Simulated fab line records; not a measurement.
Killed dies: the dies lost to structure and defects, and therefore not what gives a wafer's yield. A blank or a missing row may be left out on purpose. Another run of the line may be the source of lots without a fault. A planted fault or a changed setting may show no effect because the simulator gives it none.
Comparing a struck lot with a sound one | flow n5_finfet | 14 out of 1938 route steps
Sound: wafers L368.1, L368.5, L368.6. Struck: wafer L377.4 (L377.2, L377.3, from the same lot, were not struck and are left out); the cause is given at the end.
Each step with rows lists, per side, the tool, then ch with its chambers, then its first start. Under that, the readings that differ: sound wafers | struck wafers | difference of the means | sigmas: that difference in standard deviations of wafers without a fault.
alike: a reading whose means differ by less than 2 such deviations, as well as words and numbers matching on both sides. not compared: withheld readings; readings where some wafer has no value; bounds like >300 that might hide an equal value; numbers whose values overlap and for which the record gives no deviation.
A row with sigmas, a row that says differs or no value, or rows on one side alone: a step with any of these is where the two part. Non-overlapping numbers with no deviation appear without sigmas and do not part them. A reading that every wafer of one side lacks parts them only if that side has two wafers or more.

N5_BEOL_M10_CURE_72: cures SiCOH lowk, time 120 s.
  sound on uv_cure-03 ch 2, day 10 21:37; struck on uv_cure-03 ch 2, day 13 06:48
  reading          | sound             | struck | difference | sigmas
  wafer_temp_C_max | 371.8 371.3 371.7 | 372.6  | +1.0       | +2
  alike: lamp_power_pct
N5_BEOL_M10_DEGAS_44: time 60 s.
  struck on pvd_sputter-01, day 13 07:32; sound on pvd_sputter-03, day 10 23:10
  alike: heater_power_w
N5_BEOL_M10_PRE_CLEAN_45: time 30 s.
  struck on pvd_sputter-01, day 13 07:35; sound on pvd_sputter-03, day 10 23:13
  alike: heater_power_w
then, 1 step without rows for these wafers: N5_BEOL_M10_ALD_74 (deposits TaN, target thk 2 nm, pulse time 2 s, purge time 3 s).
N5_BEOL_M10_SURFACE_TREAT_76:
  struck on pvd_sputter-01, day 13 07:59; sound on pvd_sputter-02, day 10 23:33
  not compared: throttle_valve_pct
then, 3 steps without rows for these wafers: N5_BEOL_M10_CVD_75 (deposits Co from CCTBA/H2, target thk 2 nm, time 138.9 s); N5_BEOL_M10_SPUTTER_48 (material Cu, target thk 12 nm, time 2 s); N5_BEOL_M10_ECD_50 (material Cu, target thk 318 nm).
N5_BEOL_M10_ANNEAL_51: time 90 s.
  sound on rtp_anneal-02 ch 0, day 10 23:57; struck on rtp_anneal-01 ch 0, day 13 08:44
  alike: wafer_temp_C_max
then, 1 step without rows for these wafers: N5_BEOL_M10_CMP_52 (polishes, stops on SiCOH lowk, t overpolish 7 s, target thk 140 nm).
N5_BEOL_M10_THK_MEAS_53: measures by xrf.
  struck on film_metro-01, day 13 09:22; sound on film_metro-01, day 11 00:32
  alike: M10_THK
then, 1 step without rows for these wafers: N5_BEOL_M10_PRE_CLEAN_55 (time 15 s).
N5_BEOL_M10_DEP_56: deposits SiCN from 3MS/NH3, target thk 15 nm, time 26.5 s.
  sound on pecvd-01 ch 0,1, day 11 00:37; struck on pecvd-01 ch 2, day 13 09:30
  reading                                   | sound          | struck | difference | sigmas
  model.SiCN_of_BEOL_M10_DEP_56.thk_nm (nm) | 14.8 14.8 14.8 | 11     | -4         |
  alike: showerhead_plenum_p_Torr, throttle_valve_pct
N5_BEOL_M10_RS_MEAS_57: the measuring method here is four-point-probe.
  struck on film_metro-02, day 13 09:38; sound on film_metro-01, day 11 00:43
  alike: M10_RS

WHERE THEY PART
Only at N5_BEOL_M10_CURE_72, as far as this record shows. Later steps at which nothing parts them and some readings are alike: N5_BEOL_M10_DEGAS_44, N5_BEOL_M10_PRE_CLEAN_45, N5_BEOL_M10_ANNEAL_51, N5_BEOL_M10_THK_MEAS_53, N5_BEOL_M10_DEP_56, N5_BEOL_M10_RS_MEAS_57.

WHY: the cause the simulator had injected
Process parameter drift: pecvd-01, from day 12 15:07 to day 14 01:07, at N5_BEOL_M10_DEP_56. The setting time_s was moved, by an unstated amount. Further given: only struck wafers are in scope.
